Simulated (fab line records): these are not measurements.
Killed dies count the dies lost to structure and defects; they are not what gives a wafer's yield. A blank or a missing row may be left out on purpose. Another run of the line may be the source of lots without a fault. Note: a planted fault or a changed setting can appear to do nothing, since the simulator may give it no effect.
Lot-split experiment / flow n5-finfet / on a route of 1938 steps: 7 lots, 21 wafers read

THE SPLIT
At N5_SD_EPI_N_COAT_33 (time 60 s, resist thk 35 nm), the setting spin-rpm was moved away from the recipe's 1500 rpm on 6 of the 21 wafers read, by -7.5% to +7.9%. The other wafers ran this setting at the recipe's value.

FROM THE SPLIT TO THE READING: what the file shows between them, 4 steps
- N5_SD_EPI_N_PEB_07: peb time 60 s (also split here: peb-temp-c)
- N5_SD_EPI_N_DEVELOP_08: develop time 30 s
- N5_SD_EPI_N_CD_MEAS_09: target cd 120 nm
- N5_SD_EPI_N_DESCUM_14: chemistry O2, time 7.9 s

THE READING
CAR-ArF-block_of_SD_EPI_N_COAT_03.thk-nm (the simulator's own value, which no gauge read), in nm, at N5_SD_EPI_N_ETCH_34 (etches SiARC in CF4, target depth 45.5 nm, time 75.8 s). The file does not state a usual value for it. The 15 wafers here that ran the recipe average 111.2 nm, standard deviation 0.28 nm.

wafer=L074.1; tool, chamber at the split=litho-track-05, 0; spin-rpm as run, rpm=1500; against the recipe=recipe; CAR-ArF-block_of_SD_EPI_N_COAT_03.thk-nm, nm=111; against lot-mates on the recipe=-
wafer=L074.3; tool, chamber at the split=litho-track-05, 0; spin-rpm as run, rpm=1618; against the recipe=+7.9%; CAR-ArF-block_of_SD_EPI_N_COAT_03.thk-nm, nm=112.6; against lot-mates on the recipe=+1.5
wafer=L074.6; tool, chamber at the split=litho-track-05, 0; spin-rpm as run, rpm=1500; against the recipe=recipe; CAR-ArF-block_of_SD_EPI_N_COAT_03.thk-nm, nm=111.2; against lot-mates on the recipe=-
wafer=L080.1; tool, chamber at the split=litho-track-03, 0; spin-rpm as run, rpm=1500; against the recipe=recipe; CAR-ArF-block_of_SD_EPI_N_COAT_03.thk-nm, nm=111.4; against lot-mates on the recipe=-
wafer=L080.2; tool, chamber at the split=litho-track-03, 0; spin-rpm as run, rpm=1500; against the recipe=recipe; CAR-ArF-block_of_SD_EPI_N_COAT_03.thk-nm, nm=111.8; against lot-mates on the recipe=-
wafer=L080.6; tool, chamber at the split=litho-track-03, 0; spin-rpm as run, rpm=1500; against the recipe=recipe; CAR-ArF-block_of_SD_EPI_N_COAT_03.thk-nm, nm=111.2; against lot-mates on the recipe=-
wafer=L087.2; tool, chamber at the split=litho-track-05, 0; spin-rpm as run, rpm=1500; against the recipe=recipe; CAR-ArF-block_of_SD_EPI_N_COAT_03.thk-nm, nm=111.4; against lot-mates on the recipe=-
wafer=L087.4; tool, chamber at the split=litho-track-05, 0; spin-rpm as run, rpm=1500; against the recipe=recipe; CAR-ArF-block_of_SD_EPI_N_COAT_03.thk-nm, nm=111.4; against lot-mates on the recipe=-
wafer=L087.5; tool, chamber at the split=litho-track-05, 0; spin-rpm as run, rpm=1500; against the recipe=recipe; CAR-ArF-block_of_SD_EPI_N_COAT_03.thk-nm, nm=111.6; against lot-mates on the recipe=-
wafer=L088.2; tool, chamber at the split=litho-track-05, 0; spin-rpm as run, rpm=1500; against the recipe=recipe; CAR-ArF-block_of_SD_EPI_N_COAT_03.thk-nm, nm=110.8; against lot-mates on the recipe=-
wafer=L088.5; tool, chamber at the split=litho-track-05, 0; spin-rpm as run, rpm=1437; against the recipe=-4.2%; CAR-ArF-block_of_SD_EPI_N_COAT_03.thk-nm, nm=110.4; against lot-mates on the recipe=-0.4
wafer=L088.6; tool, chamber at the split=litho-track-05, 0; spin-rpm as run, rpm=1437; against the recipe=-4.2%; CAR-ArF-block_of_SD_EPI_N_COAT_03.thk-nm, nm=109.4; against lot-mates on the recipe=-1.4
wafer=L090.1; tool, chamber at the split=litho-track-05, 0; spin-rpm as run, rpm=1500; against the recipe=recipe; CAR-ArF-block_of_SD_EPI_N_COAT_03.thk-nm, nm=111.2; against lot-mates on the recipe=-
wafer=L090.3; tool, chamber at the split=litho-track-05, 0; spin-rpm as run, rpm=1500; against the recipe=recipe; CAR-ArF-block_of_SD_EPI_N_COAT_03.thk-nm, nm=111.2; against lot-mates on the recipe=-
wafer=L090.6; tool, chamber at the split=litho-track-05, 0; spin-rpm as run, rpm=1500; against the recipe=recipe; CAR-ArF-block_of_SD_EPI_N_COAT_03.thk-nm, nm=111; against lot-mates on the recipe=-
wafer=L093.1; tool, chamber at the split=litho-track-02, 0; spin-rpm as run, rpm=1500; against the recipe=recipe; CAR-ArF-block_of_SD_EPI_N_COAT_03.thk-nm, nm=110.8; against lot-mates on the recipe=-
wafer=L093.4; tool, chamber at the split=litho-track-02, 0; spin-rpm as run, rpm=1500; against the recipe=recipe; CAR-ArF-block_of_SD_EPI_N_COAT_03.thk-nm, nm=111.2; against lot-mates on the recipe=-
wafer=L093.6; tool, chamber at the split=litho-track-02, 0; spin-rpm as run, rpm=1400; against the recipe=-6.7%; CAR-ArF-block_of_SD_EPI_N_COAT_03.thk-nm, nm=109.6; against lot-mates on the recipe=-1.4
wafer=L095.3; tool, chamber at the split=litho-track-05, 0; spin-rpm as run, rpm=1500; against the recipe=recipe; CAR-ArF-block_of_SD_EPI_N_COAT_03.thk-nm, nm=110.8; against lot-mates on the recipe=-
wafer=L095.4; tool, chamber at the split=litho-track-05, 0; spin-rpm as run, rpm=1388; against the recipe=-7.5%; CAR-ArF-block_of_SD_EPI_N_COAT_03.thk-nm, nm=109.2; against lot-mates on the recipe=-1.6
wafer=L095.6; tool, chamber at the split=litho-track-05, 0; spin-rpm as run, rpm=1388; against the recipe=-7.5%; CAR-ArF-block_of_SD_EPI_N_COAT_03.thk-nm, nm=109.8; against lot-mates on the recipe=-1.0

THE FIT
A straight line over all 21 wafers: CAR-ArF-block_of_SD_EPI_N_COAT_03.thk-nm changes by +0.224 nm for each +1% of spin-rpm; r = +0.92; the points scatter about the line by 0.34 nm.
The same after taking each lot's own level away (the mean of its wafers on the recipe; 21 wafers): +0.19 nm for each +1%; r = +0.94; scatter 0.24 nm.
Per that fit: largest spin-rpm move, reading shift of 1.5 nm.
Across the lots, their own levels run from 110.80 to 111.47 nm, a range of 2.4 times the standard deviation given above.
So the slope is not independent of the lot-to-lot level: the two fits are not the same.
Check: for one of the wafers moved furthest among these (+7.9%), held out of the fit, the line's prediction against its lot-mates is +1.48 nm. Against them it came out at +1.5 nm.

OTHER SPLITS ON THESE WAFERS
Before the reading, these wafers also passed through other splits. Each is held against what the fit with the lots' levels taken away leaves over:
other split on the same wafers=N5_PMOS_HMC_CHANNEL_EPI_COAT_03 spin-rpm; wafers away from the commonest value=4; r with CAR-ArF-block_of_SD_EPI_N_COAT_03.thk-nm (lot level and that fit taken away)=-0.23
other split on the same wafers=N5_PMOS_HMC_CHANNEL_EPI_EXPOSE_06 dose-mj; wafers away from the commonest value=6; r with CAR-ArF-block_of_SD_EPI_N_COAT_03.thk-nm (lot level and that fit taken away)=-0.24
other split on the same wafers=N5_FIN_SAQP_EXPOSE_13 dose-mj; wafers away from the commonest value=7; r with CAR-ArF-block_of_SD_EPI_N_COAT_03.thk-nm (lot level and that fit taken away)=-0.15
other split on the same wafers=N5_FIN_SAQP_DEVELOP_15 develop-time-s; wafers away from the commonest value=2; r with CAR-ArF-block_of_SD_EPI_N_COAT_03.thk-nm (lot level and that fit taken away)=+0.02
other split on the same wafers=N5_SD_EPI_N_PEB_07 peb-temp-c; wafers away from the commonest value=4; r with CAR-ArF-block_of_SD_EPI_N_COAT_03.thk-nm (lot level and that fit taken away)=-0.16

THE WHOLE CHAIN: every reading that the file lists as answering this split, in the file's order
step=N5_SD_EPI_N_COAT_33; what it does=time 60 s, resist thk 35 nm; reading=SiARC_of_SD_EPI_N_COAT_33.thk-nm (the simulator's own value, which no gauge read); change (the file's fit)=-0.188 nm for each +1% of the setting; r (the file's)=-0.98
step=N5_SD_EPI_N_ETCH_34; what it does=etches SiARC in CF4, target depth 45.5 nm, time 75.8 s; reading=etch.depth-nm (the simulator's own value, which no gauge read); change (the file's fit)=-0.18 nm for each +1% of the setting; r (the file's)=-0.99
step=N5_SD_EPI_N_ETCH_34; what it does=etches SiARC in CF4, target depth 45.5 nm, time 75.8 s; reading=CAR-ArF-block_of_SD_EPI_N_COAT_03.thk-nm (the simulator's own value, which no gauge read); change (the file's fit)=+0.193 nm for each +1% of the setting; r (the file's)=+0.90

THE FILE'S OWN FIT
CAR-ArF-block_of_SD_EPI_N_COAT_03.thk-nm changes by +0.193 nm for each +1% of spin-rpm, r = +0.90.
